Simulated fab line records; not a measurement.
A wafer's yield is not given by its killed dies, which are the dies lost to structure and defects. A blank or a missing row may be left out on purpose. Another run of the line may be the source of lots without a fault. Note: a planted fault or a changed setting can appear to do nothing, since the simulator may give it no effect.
Lot-split experiment / flow n5 finfet / 7 lots, 21 wafers read, on a route of 1938 steps

== THE SPLIT ITSELF ==
At N5_BEOL_M13_ETCH_68 (etches SOC in N2/H2, time 355 s), the setting time s was moved away from the recipe's 355 s on 9 of the 21 wafers read, by -7.3% to +22.4%. All remaining wafers had this setting at the recipe value.

Reading taken at the split's own step.

== THE READING ==
SiARC_of_BEOL_M13_COAT_66.thk nm (the simulator's own value, which no gauge read), in nm, at N5_BEOL_M13_ETCH_68 (etches SOC in N2/H2, time 355 s). The file gives no usual value for it. The 12 wafers here that ran the recipe average 77.0 nm, standard deviation 0.58 nm.

wafer=L075.2; tool, chamber at the split=rie diel-01, 0; time s as run, s=355; against the recipe=recipe; SiARC_of_BEOL_M13_COAT_66.thk nm, nm=77.2; against lot-mates on the recipe=-
wafer=L075.4; tool, chamber at the split=rie diel-01, 3; time s as run, s=355; against the recipe=recipe; SiARC_of_BEOL_M13_COAT_66.thk nm, nm=78.2; against lot-mates on the recipe=-
wafer=L075.5; tool, chamber at the split=rie diel-01, 1; time s as run, s=434.6; against the recipe=+22.4%; SiARC_of_BEOL_M13_COAT_66.thk nm, nm=71.4; against lot-mates on the recipe=-6.3
wafer=L078.1; tool, chamber at the split=rie diel-05, 2; time s as run, s=355; against the recipe=recipe; SiARC_of_BEOL_M13_COAT_66.thk nm, nm=76.6; against lot-mates on the recipe=-
wafer=L078.3; tool, chamber at the split=rie diel-05, 1; time s as run, s=355; against the recipe=recipe; SiARC_of_BEOL_M13_COAT_66.thk nm, nm=76.8; against lot-mates on the recipe=-
wafer=L078.5; tool, chamber at the split=rie diel-05, 2; time s as run, s=426.9; against the recipe=+20.3%; SiARC_of_BEOL_M13_COAT_66.thk nm, nm=69.6; against lot-mates on the recipe=-7.1
wafer=L081.2; tool, chamber at the split=rie diel-03, 2,1; time s as run, s=403.1; against the recipe=+13.5%; SiARC_of_BEOL_M13_COAT_66.thk nm, nm=73.8; against lot-mates on the recipe=no lot-mate on the recipe
wafer=L081.6; tool, chamber at the split=rie diel-03, 2,1; time s as run, s=403.1; against the recipe=+13.5%; SiARC_of_BEOL_M13_COAT_66.thk nm, nm=73.8; against lot-mates on the recipe=no lot-mate on the recipe
wafer=L081.5; tool, chamber at the split=rie diel-03, 0; time s as run, s=403.1; against the recipe=+13.5%; SiARC_of_BEOL_M13_COAT_66.thk nm, nm=73.2; against lot-mates on the recipe=no lot-mate on the recipe
wafer=L077.4; tool, chamber at the split=rie diel-01, 1; time s as run, s=355; against the recipe=recipe; SiARC_of_BEOL_M13_COAT_66.thk nm, nm=76.4; against lot-mates on the recipe=-
wafer=L077.5; tool, chamber at the split=rie diel-01, 3; time s as run, s=355; against the recipe=recipe; SiARC_of_BEOL_M13_COAT_66.thk nm, nm=77; against lot-mates on the recipe=-
wafer=L077.6; tool, chamber at the split=rie diel-01, 0; time s as run, s=405.3; against the recipe=+14.2%; SiARC_of_BEOL_M13_COAT_66.thk nm, nm=70.8; against lot-mates on the recipe=-5.9
wafer=L082.1; tool, chamber at the split=rie diel-05, 0; time s as run, s=329.1; against the recipe=-7.3%; SiARC_of_BEOL_M13_COAT_66.thk nm, nm=80.6; against lot-mates on the recipe=+3.2
wafer=L082.4; tool, chamber at the split=rie diel-05, 2; time s as run, s=329.1; against the recipe=-7.3%; SiARC_of_BEOL_M13_COAT_66.thk nm, nm=79.2; against lot-mates on the recipe=+1.8
wafer=L082.5; tool, chamber at the split=rie diel-05, 3; time s as run, s=355; against the recipe=recipe; SiARC_of_BEOL_M13_COAT_66.thk nm, nm=77.4; against lot-mates on the recipe=-
wafer=L084.2; tool, chamber at the split=rie diel-01, 3; time s as run, s=355; against the recipe=recipe; SiARC_of_BEOL_M13_COAT_66.thk nm, nm=77.2; against lot-mates on the recipe=-
wafer=L084.3; tool, chamber at the split=rie diel-01, 1; time s as run, s=355; against the recipe=recipe; SiARC_of_BEOL_M13_COAT_66.thk nm, nm=76.4; against lot-mates on the recipe=-
wafer=L084.6; tool, chamber at the split=rie diel-01, 2; time s as run, s=355; against the recipe=recipe; SiARC_of_BEOL_M13_COAT_66.thk nm, nm=76.2; against lot-mates on the recipe=-
wafer=L086.1; tool, chamber at the split=rie diel-03, 3; time s as run, s=355; against the recipe=recipe; SiARC_of_BEOL_M13_COAT_66.thk nm, nm=77.8; against lot-mates on the recipe=-
wafer=L086.2; tool, chamber at the split=rie diel-03, 0; time s as run, s=355; against the recipe=recipe; SiARC_of_BEOL_M13_COAT_66.thk nm, nm=77.4; against lot-mates on the recipe=-
wafer=L086.3; tool, chamber at the split=rie diel-03, 2; time s as run, s=375.1; against the recipe=+5.7%; SiARC_of_BEOL_M13_COAT_66.thk nm, nm=76; against lot-mates on the recipe=-1.6
When a row names more than one chamber, that row covers several wafers, and the file does not tell which wafer ran in which chamber.

FIT RESULTS
A straight line over all 21 wafers: SiARC_of_BEOL_M13_COAT_66.thk nm changes by -0.314 nm for each +1% of time s; r = -0.95; the points scatter about the line by 0.87 nm.
The same after taking each lot's own level away (the mean of its wafers on the recipe; 18 wafers): -0.331 nm for each +1%; r = -0.98; scatter 0.57 nm.
According to that fit, moving time s by its largest amount changes the reading by 7.4 nm.
The lots' own levels span 76.60 to 77.70 nm, that is 1.9 times the standard deviation above.
So the lot-to-lot level changes the slope little: the two slopes agree.
Check: for one of the wafers moved furthest among these (+22.4%), held out of the fit, the line's prediction against its lot-mates is -8.17 nm. It came out at -6.3 nm against them.

== OTHER SPLITS APPLIED TO THESE WAFERS ==
These wafers also went through other splits before the reading. Each is held against what the fit with the lots' levels taken away leaves over:
other split on the same wafers=N5_BEOL_M13_COAT_04 spin rpm; wafers away from the commonest value=7; r with SiARC_of_BEOL_M13_COAT_66.thk nm (lot level and that fit taken away)=-0.36
other split on the same wafers=N5_BEOL_M13_COAT_22 spin rpm; wafers away from the commonest value=4; r with SiARC_of_BEOL_M13_COAT_66.thk nm (lot level and that fit taken away)=-0.19

== FILE'S OWN FIT ==
SiARC_of_BEOL_M13_COAT_66.thk nm changes by -0.33 nm for each +1% of time s, r = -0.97.
